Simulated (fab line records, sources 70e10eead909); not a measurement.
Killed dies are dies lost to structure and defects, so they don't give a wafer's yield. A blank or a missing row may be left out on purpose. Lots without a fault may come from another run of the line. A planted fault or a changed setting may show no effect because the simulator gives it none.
fab line records | flow nand_harc
record lots=11 wafers=33 last_day=33
route steps=1302 shown P_GATE@202 P_CONTACT@230
lots that met no fault: from a run of the same line without faults
start_h: hours from the record's first day to the start of the lot's first wafer shown | wait_h: hours since the lot's step before | " the same as in the row above | L1.1+2: a row that stands for several wafers | - no value, or no start given | * or withheld: withheld | < > ~ a bound
route shown NAME@n: a module of which the file shows steps, and the number in the route of the first | usual: mean/standard deviation of fault-free wafers | same: alike in all rows | chamber/n: place in a boat | sites: the reading at each site | _std_site: their standard deviation | _edge_site: outer sites' mean less inner sites' | radius_mm: how far each site lies from the wafer's centre | mask NAME#n: copy n | behind: the tool/chamber that last shaped the wafer | hold: why the lot was held/for how many hours/how that ended | device: the transistor (n, p or np) that didn't switch | end of line: the same wafers' tests at the end of the route | a step without rows: its recipe alone | killed: dies lost to structure and defects at the first sort, not the wafer's yield | map: a wafer's dies, x killed, . not, _ none there
set.NAME: the setting as run; set.NAME@STEP: as run at that earlier step | model.NAME: the simulator's own value behind a step, which no gauge read
steps of the route over a sample of lots; a table a step, a row a wafer
services: from which hour (start_h, from the record's first day; less than 0 if before it) a tool's chamber was out of use, for how many hours, and why
## steps
# step NHARC_P_GATE_DESCUM_93
# recipe time_s=3 o2_flow_sccm=200 ar_flow_sccm=0 bias_power_w=0 chemistry=O2
# usual drypump_motor_current_A=5.9/0.45 oes_product_au=0.999/0.0092 rf_vpp_V=57.8/0.9 showerhead_plenum_p_Torr=1.94/0.065 throttle_valve_pct=11.312/0.0098
# columns lot.wafer tool chamber start_h wait_h drypump_motor_current_A oes_product_au rf_hours_counter_h rf_vpp_V showerhead_plenum_p_Torr throttle_valve_pct
L840.2 rie_diel-11 3 117.20 - 6.4 1.002 1 57.4 1.89 11.314
L840.5 " 3 " " 6.5 1.002 - 58.4 1.89 11.315
L840.6 " 0 " " 5.7 1.005 - 55.9 1.84 11.295
L842.2 rie_diel-11 3 133.95 - 6.4 1.001 2 58.7 1.89 11.315
L842.1 " 0 " " 5.7 1.005 2 57.4 1.84 11.299
L842.6 " 1 " " 5.2 0.992 - 57.5 1.97 11.311
L846.3 rie_diel-11 3 174.90 - 6.4 0.988 5 57.6 1.89 11.316
L846.1 " 1 " " 5.1 0.989 4 58.1 1.97 11.309
L846.5 " 3 " " 6.4 0.993 - 57.0 1.89 11.292
L847.3 rie_diel-02 0 182.56 - 6.0 0.999 7 57.0 2.02 11.312
L847.2 " 2 " " 6.1 1.011 7 57.8 2.01 11.303
L847.5 " 1 " " 6.1 0.994 - 57.2 1.93 11.317
L848.1 rie_diel-04 2 189.95 - 6.5 0.987 0 57.4 1.91 11.328
L848.4 " 3 " " 6.0 0.995 0 58.3 2.06 11.300
L848.2 " 1 " " 4.9 1.009 0 57.2 1.87 11.308
L856.3 rie_diel-11 3 267.75 - 6.5 0.989 0 56.6 1.88 11.334
L856.1 " 1 " " 5.1 0.997 0 56.9 1.96 11.308
L856.6 " 3 " " 6.5 0.998 - 57.1 1.88 11.304
L855.1 rie_diel-11 2 268.72 - 5.7 0.997 0 58.4 1.97 11.312
L855.4 " 1 " " 5.2 0.994 0 56.2 1.96 11.311
L855.5 " 3 " " 6.4 0.989 - 56.1 1.88 11.311
L857.4 rie_diel-04 0 278.10 - 6.1 0.996 5 58.4 2.04 11.309
L857.2 " 2 " " 6.5 0.989 5 57.3 1.91 11.309
L857.6 " 0 " " 6.1 0.984 - 58.9 2.03 11.314
L858.3 rie_diel-04 2 286.84 - 6.5 1.003 5 57.9 1.91 11.311
L858.4 " 3 " " 6.0 0.990 4 58.7 2.06 11.316
L858.2 " 0 " " 6.1 1.002 5 57.9 2.03 11.329
L859.3 rie_diel-11 0 299.43 - 5.7 1.004 2 57.3 1.84 11.304
L859.5 " 0 " " 5.7 0.994 - 56.9 1.84 11.315
L859.6 " 3 " " 6.4 0.986 - 57.2 1.88 11.319
L863.1 rie_diel-02 3 340.26 - 6.1 1.005 8 58.1 1.94 11.314
L863.3 " 0 " " 6.0 0.996 8 60.0 2.01 11.325
L863.6 " 3 " " 6.1 1.005 - 57.0 1.94 11.324
# step NHARC_P_GATE_RTA_64
# recipe temp_c=1050 time_s=1
# usual lamp_power_pct=31.5/0.71 lamp_zone_4_pct=31.5/0.71 lamp_zone_6_pct=31.5/0.71 wafer_temp_C_max=1054.3/1
# columns lot.wafer tool chamber start_h wait_h lamp_power_pct lamp_zone_4_pct lamp_zone_6_pct wafer_temp_C_max
L840.2 rtp_anneal-02 0 118.96 - 30.7 30.7 30.6 1052.6
L840.5 " 0 " " 30.8 30.7 30.6 1053.6
L840.6 " 0 " " 30.7 30.7 30.7 1053.4
L842.1 rtp_anneal-02 0 135.81 - 30.7 30.7 30.6 1054.2
L842.2 " 0 " " 30.7 30.7 30.7 1052.5
L842.6 " 0 " " 30.6 30.7 30.6 1052.8
L846.1 rtp_anneal-01 0 176.79 - 32.2 32.1 32.1 1054.2
L846.3 " 0 " " 32.1 32.1 32.1 1056.1
L846.5 " 0 " " 32.2 32.2 32.1 1055.2
L847.2 rtp_anneal-01 0 184.24 - 32.1 32.1 32.2 1054.0
L847.3 " 0 " " 32.2 32.2 32.1 1054.3
L847.5 " 0 " " 32.2 32.1 32.1 1053.7
L848.1 rtp_anneal-02 0 191.60 - 30.7 30.7 30.6 1054.0
L848.2 " 0 " " 30.7 30.7 30.7 1054.4
L848.4 " 0 " " 30.7 30.6 30.7 1054.1
L856.1 rtp_anneal-01 0 269.44 - 32.1 32.1 32.0 1054.6
L856.3 " 0 " " 32.1 32.1 32.1 1055.7
L856.6 " 0 " " 32.1 32.2 32.1 1054.5
L855.1 rtp_anneal-02 0 270.41 - 30.7 30.7 30.6 1053.9
L855.4 " 0 " " 30.8 30.7 30.7 1054.1
L855.5 " 0 " " 30.7 30.7 30.7 1053.9
L857.2 rtp_anneal-01 0 279.78 - 32.2 32.1 32.1 1054.7
L857.4 " 0 " " 32.2 32.2 32.1 1057.1
L857.6 " 0 " " 32.1 32.2 32.2 1053.9
L858.2 rtp_anneal-02 0 288.53 - 30.7 30.7 30.6 1052.8
L858.3 " 0 " " 30.7 30.7 30.7 1054.1
L858.4 " 0 " " 30.6 30.7 30.7 1053.7
L859.3 rtp_anneal-01 0 301.16 - 32.1 32.1 32.1 1055.6
L859.5 " 0 " " 32.1 32.2 32.1 1055.5
L859.6 " 0 " " 32.2 32.1 32.2 1055.4
L863.1 rtp_anneal-01 0 341.93 - 32.1 32.1 32.1 1055.0
L863.3 " 0 " " 32.1 32.1 32.1 1055.8
L863.6 " 0 " " 32.1 32.2 32.1 1054.4
# step NHARC_P_CONTACT_PEB_10
# recipe peb_temp_c=100 peb_time_s=65
# usual chill_plate_temp_C=23.00/0.11 heater_power_total_W=156.6/0.41 plate_temp_C=99.99/0.13
# columns lot.wafer tool chamber start_h wait_h chill_plate_temp_C heater_power_total_W plate_temp_C
L840.2 litho_track-04 0 121.59 0.1 23.12 157.1 99.99
L840.5 " 0 " " 22.98 156.3 99.90
L840.6 " 0 " " 22.98 156.3 99.83
L842.1 litho_track-06 0 138.47 0.1 22.98 155.9 99.91
L842.2 " 0 " " 22.99 155.9 99.76
L842.6 " 0 " " 23.22 156.5 99.69
L846.1 litho_track-01 0 179.48 0.1 22.89 157.8 100.91
L846.3 " 0 " " 23.01 158.0 100.89
L846.5 " 0 " " 22.94 158.6 100.94
L847.2 litho_track-01 0 187.24 0.1 22.87 158.7 100.69
L847.3 " 0 " " 23.09 158.0 100.89
L847.5 " 0 " " 22.91 157.7 100.91
L848.1 litho_track-01 0 194.39 0.1 23.02 157.4 100.62
L848.2 " 0 " " 22.85 157.8 100.77
L848.4 " 0 " " 23.00 158.2 100.77
L856.1 litho_track-06 0 272.31 0.1 23.25 157.0 99.99
L856.3 " 0 " " 23.21 156.7 100.06
L856.6 " 0 " " 23.17 156.0 99.96
L855.1 litho_track-01 0 273.24 0.1 23.14 156.5 100.13
L855.4 " 0 " " 22.94 156.6 99.95
L855.5 " 0 " " 22.85 157.1 100.13
L857.2 litho_track-01 0 282.53 0.1 23.05 156.2 99.77
L857.4 " 0 " " 22.90 156.1 100.12
L857.6 " 0 " " 22.87 157.2 100.13
L858.2 litho_track-01 0 291.29 0.1 23.16 156.6 99.99
L858.3 " 0 " " 23.21 156.0 100.02
L858.4 " 0 " " 23.15 156.1 99.80
L859.3 litho_track-01 0 303.78 0.0 22.87 157.2 99.77
L859.5 " 0 " " 22.91 156.8 99.93
L859.6 " 0 " " 22.93 156.4 99.97
L863.1 litho_track-01 0 344.58 0.1 22.90 156.0 99.90
L863.3 " 0 " " 22.73 156.3 99.92
L863.6 " 0 " " 22.89 156.8 99.99
# step NHARC_P_CONTACT_CD_MEAS_12
# recipe target_cd_nm=90 landing_energy_ev=500
# usual cd_nm=90.3/0.63
# columns lot.wafer tool chamber start_h wait_h cd_nm
L840.2 cd_sem-01 0 121.67 - 90.2
L840.5 " 0 " " 88.8
L840.6 " 0 " " 90.4
L842.1 cd_sem-01 0 138.55 - 91.2
L842.2 " 0 " " 90.4
L842.6 " 0 " " 91.1
L846.1 cd_sem-01 0 179.56 - 93.7
L846.3 " 0 " " 93.3
L846.5 " 0 " " 93.5
L847.2 cd_sem-01 0 187.33 - 91.9
L847.3 " 0 " " 92.2
L847.5 " 0 " " 93.5
L848.1 cd_sem-03 0 194.47 - 92.1
L848.2 " 0 " " 91.8
L848.4 " 0 " " 92.0
L856.1 cd_sem-01 0 272.39 - 90.2
L856.3 " 0 " " 90.1
L856.6 " 0 " " 89.1
L855.1 cd_sem-01 0 273.32 - 89.5
L855.4 " 0 " " 90.1
L855.5 " 0 " " 90.5
L857.2 cd_sem-02 0 282.61 - 89.4
L857.4 " 0 " " 90.4
L857.6 " 0 " " 89.9
L858.2 cd_sem-01 0 291.37 - 89.7
L858.3 " 0 " " 90.5
L858.4 " 0 " " 90.3
L859.3 cd_sem-01 0 303.86 - 90.6
L859.5 " 0 " " 89.8
L859.6 " 0 " " 89.6
L863.1 cd_sem-03 0 344.66 - 90.1
L863.3 " 0 " " 90.6
L863.6 " 0 " " 89.9
# step NHARC_P_CONTACT_ETCH_18
# recipe target_depth_a=4810 time_s=240.5 c4f8_flow_sccm=20 o2_flow_sccm=10 ar_flow_sccm=withheld rf_w=600 bias_w=1500 chemistry=C4F8/O2/Ar
# usual oes_product_au=0.954/0.02 rf_vpp_V=982/4.5
# columns lot.wafer tool chamber start_h wait_h oes_product_au rf_hours_counter_h rf_vpp_V
L840.2 rie_diel-03 1 - - 0.960 0.7 987
L840.6 " 1 " " 0.964 - 987
L840.5 " 2 " " 0.972 - 972
L842.1 rie_diel-08 1 - - 0.961 2.8 981
L842.2 " 3 " " 0.965 3.0 978
L842.6 " 2 " " 0.955 - 986
L846.3 rie_diel-08 0 - - 0.965 5.2 983
L846.1 " 1 " " 0.969 4.9 982
L846.5 " 2 " " 0.962 - 985
L847.3 rie_diel-03 2 - - 0.924 4.8 972
L847.2 " 1 " " 0.923 4.2 985
L847.5 " 2 " " 0.929 - 972
L848.4 rie_diel-03 2 - - 0.979 5.9 970
L848.2 " 3 " " 0.975 5.3 986
L848.1 " 0 " " 0.986 5.4 988
L856.3 rie_diel-08 3 - - 0.899 2.2 977
L856.1 " 1 " " 0.932 2.2 981
L856.6 " 2 " " 0.930 - 986
L855.1 rie_diel-03 2 - - 0.968 8.6 971
L855.4 " 1 " " 0.983 7.9 986
L855.5 " 3 " " 0.967 - 984
L857.4 rie_diel-10 1 - - 0.947 1.2 979
L857.2 " 3 " " 0.950 0.8 983
L857.6 " 2 " " 0.954 - 989
L858.3 rie_diel-03 3 - - 0.990 0.3 985
L858.2 " 0 " " 0.986 0.3 988
L858.4 " 2 " " 0.960 0.3 971
L859.3 rie_diel-08 2 - - 0.929 2.8 986
L859.5 " 1 " " 0.935 - 981
L859.6 " 2 " " 0.927 - 987
L863.1 rie_diel-08 3 - - 0.940 4.8 978
L863.3 " 0 " " 0.954 5.1 982
L863.6 " 2 " " 0.981 - 988
## services
# columns tool chamber start_h hours kind
rie_diel-03 - 104.30 9.0 pm
rie_diel-11 - 140.23 0.4 repair
rie_diel-03 1 142.97 4.0 repair
rie_diel-11 0 144.15 2.5 repair
rie_diel-04 - 150.49 0.3 repair
litho_track-01 - 155.00 7.0 pm
rie_diel-04 0 160.06 3.8 repair
rie_diel-08 3 173.48 6.5 repair
rie_diel-04 0 177.21 5.0 repair
rie_diel-04 - 177.90 9.0 pm
rie_diel-08 - 190.80 9.0 pm
rie_diel-04 - 195.30 0.2 repair
rie_diel-11 - 255.50 9.0 pm
rie_diel-08 2 261.13 2.6 repair
rie_diel-04 - 279.08 1.6 repair
rie_diel-03 - 281.30 9.0 pm
rie_diel-11 1 282.20 18.1 repair
rie_diel-11 3 283.33 15.0 repair
rie_diel-04 0 311.30 1.6 repair
rie_diel-11 - 311.40 2.0 repair
rie_diel-04 3 311.64 7.0 repair
litho_track-01 - 330.00 7.0 pm
rie_diel-11 2 338.90 6.1 repair
rie_diel-03 0 339.03 10.0 repair
## key
first_sign step=NHARC_P_CONTACT_PEB_10 reading=plate_temp_C direction=up sigmas=6.5 usual=* struck=*
effect step=NHARC_P_CONTACT_PEB_10 reading=heater_power_total_W direction=up sigmas=3.6 usual=* struck=*
effect step=NHARC_P_CONTACT_CD_MEAS_12 reading=cd_nm direction=up sigmas=3.8 usual=90.3 struck=92.7 through=control_loop
met_at NHARC_P_CONTACT_PEB_10
struck_lots L846,L847,L848
tester_left_out L846,L847,L848
loop_trim step=NHARC_P_CONTACT_EXPOSE_09 setting=dose lots=L848
not_acting_at NHARC_P_GATE_DESCUM_93,NHARC_P_GATE_RTA_64,NHARC_P_CONTACT_ETCH_18
fault kind=process_parameter_drift tool=litho_track-01 chamber=- onset_h=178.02 steps=NHARC_P_CONTACT_PEB_10 channel=peb_temp_c offset=* shape=step end_h=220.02 acts_in=* stated=*
# tester_left_out: of these lots the tester's yield and bins aren't shown, on N5 and GAA mostly nor the transistor test; their killed dies are dies lost to structure and defects alone, not to doping, threshold or leakage, so they don't give the yield
# loop_trim: a control loop set the setting to another value than it would have without faults
